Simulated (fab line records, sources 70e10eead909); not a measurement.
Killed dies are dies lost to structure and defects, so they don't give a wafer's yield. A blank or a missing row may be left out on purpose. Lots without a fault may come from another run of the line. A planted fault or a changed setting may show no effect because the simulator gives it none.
A struck lot beside a sound one | flow nand_harc | 15 steps out of a route of 1302
Sound: wafers L203.1, L203.2, L203.6. Struck: wafers L222.3, L222.4, L222.6. The cause comes at the end.
At each step with rows: each side's tool, then ch and its chambers, then its first start. Under that, the readings that differ: sound wafers | struck wafers | difference of the means | sigmas: that difference in standard deviations of wafers without a fault.
alike: readings whose means differ by less than 2 such deviations, and words and numbers that are the same on both sides. not compared: withheld readings, readings that some wafer has no value for, bounds like >300 that may hide the same value, and numbers for which the record gives no deviation and whose values overlap.
The two part at a step that has a row with sigmas, a row that says differs or no value, or rows on one side only. Numbers that don't overlap but have no deviation are shown without sigmas and don't part them. A reading that every wafer of one side lacks parts them only if that side has two wafers or more.

first, 7 steps without rows for these wafers: NHARC_A_SGD_CUT_COAT_57 (time 65 s); NHARC_A_SGD_CUT_COAT_03 (resist thk 90 nm); NHARC_A_SGD_CUT_SOFTBAKE_04 (time 55 s); NHARC_A_SGD_CUT_EBR_05; NHARC_A_SGD_CUT_EXPOSE_06 (exposes mask SGD); NHARC_A_SGD_CUT_PEB_07 (peb time 65 s); NHARC_A_SGD_CUT_DEVELOP_08 (develop time 35 s).
NHARC_A_SGD_CUT_CD_MEAS_09: target cd 100 nm.
  sound on cd_sem-02 ch 0, day 20 04:10; struck on cd_sem-02 ch 0, day 27 13:13
  alike: cd_nm
NHARC_A_SGD_CUT_OVL_MEAS_10:
  sound on overlay-01, day 20 04:16; struck on overlay-01, day 27 13:18
  reading           | sound       | struck         | difference | sigmas
  overlay_y_nm (nm) | 1.6 1.0 1.0 | -2.0 -2.3 -1.8 | -3.2       | -3
  alike: overlay_x_nm
NHARC_A_SGD_CUT_INSPECT_11:
  sound on defect_inspect-01, day 20 04:17; struck on defect_inspect-01, day 27 13:20
  alike: raw_defect_count
NHARC_A_SGD_CUT_DESCUM_14: chemistry O2, time 3 s.
  sound on rie_diel-09 ch 0,1,3, day 20 04:22; struck on rie_diel-09 ch 0,1,2, day 27 13:24
  alike: drypump_motor_current_A, oes_product_au, rf_vpp_V, showerhead_plenum_p_Torr, throttle_valve_pct
  not compared: rf_hours_counter_h
NHARC_A_SGD_CUT_ETCH_58: etches the open film in CF4, target depth 39 nm, time 65 s.
  sound on rie_diel-09 ch 0,2,3, day 20 04:27; struck on rie_diel-09 ch 0,2,3, day 27 13:29
  alike: cf4_flow_sccm, drypump_motor_current_A, oes_product_au, rf_vpp_V, run_length_s, showerhead_plenum_p_Torr, throttle_valve_pct
  not compared: rf_hours_counter_h
NHARC_A_SGD_CUT_ETCH_59: etches the open film in N2/H2, target depth 260 nm, time 406.25 s.
  sound on rie_diel-09 ch 0,1,3, day 20 04:32; struck on rie_diel-09 ch 0,3, day 27 13:36
  reading          | sound             | struck            | difference | sigmas
  run_length_s (s) | 426.5 427.3 427.9 | 379.0 378.0 378.1 | -48.9      | -96
  alike: drypump_motor_current_A, oes_product_au, rf_vpp_V, showerhead_plenum_p_Torr, throttle_valve_pct
  not compared: rf_hours_counter_h
NHARC_A_SGD_CUT_ETCH_15: etches the open film in CH3F/O2, target depth 75 nm, time 64.3 s.
  sound on rie_diel-09 ch 0,2; struck on rie_diel-09 ch 0,2
  alike: drypump_motor_current_A, oes_product_au, rf_vpp_V, run_length_s, showerhead_plenum_p_Torr, throttle_valve_pct
  not compared: rf_hours_counter_h
-- the record jumps here: 5 days lie between the struck wafers' starts before and after (it left off in module A_SGD_CUT and takes up again in module END, whose first step shown is number 1302 of the route) --
NHARC_END_SORT_01:
  sound on prober-01 ch 0, day 25 03:49; struck on prober-01 ch 0, day 32 19:29
  alike: killed_at_array, killed_at_other, killed_at_periphery, killed_dies, killed_open, killed_short

WHERE THEY PART
First at NHARC_A_SGD_CUT_OVL_MEAS_10; last, within this record, at NHARC_A_SGD_CUT_ETCH_59. Later steps at which nothing parts them and some readings are alike: NHARC_A_SGD_CUT_ETCH_15, NHARC_END_SORT_01.

WHY: what the simulator had put in
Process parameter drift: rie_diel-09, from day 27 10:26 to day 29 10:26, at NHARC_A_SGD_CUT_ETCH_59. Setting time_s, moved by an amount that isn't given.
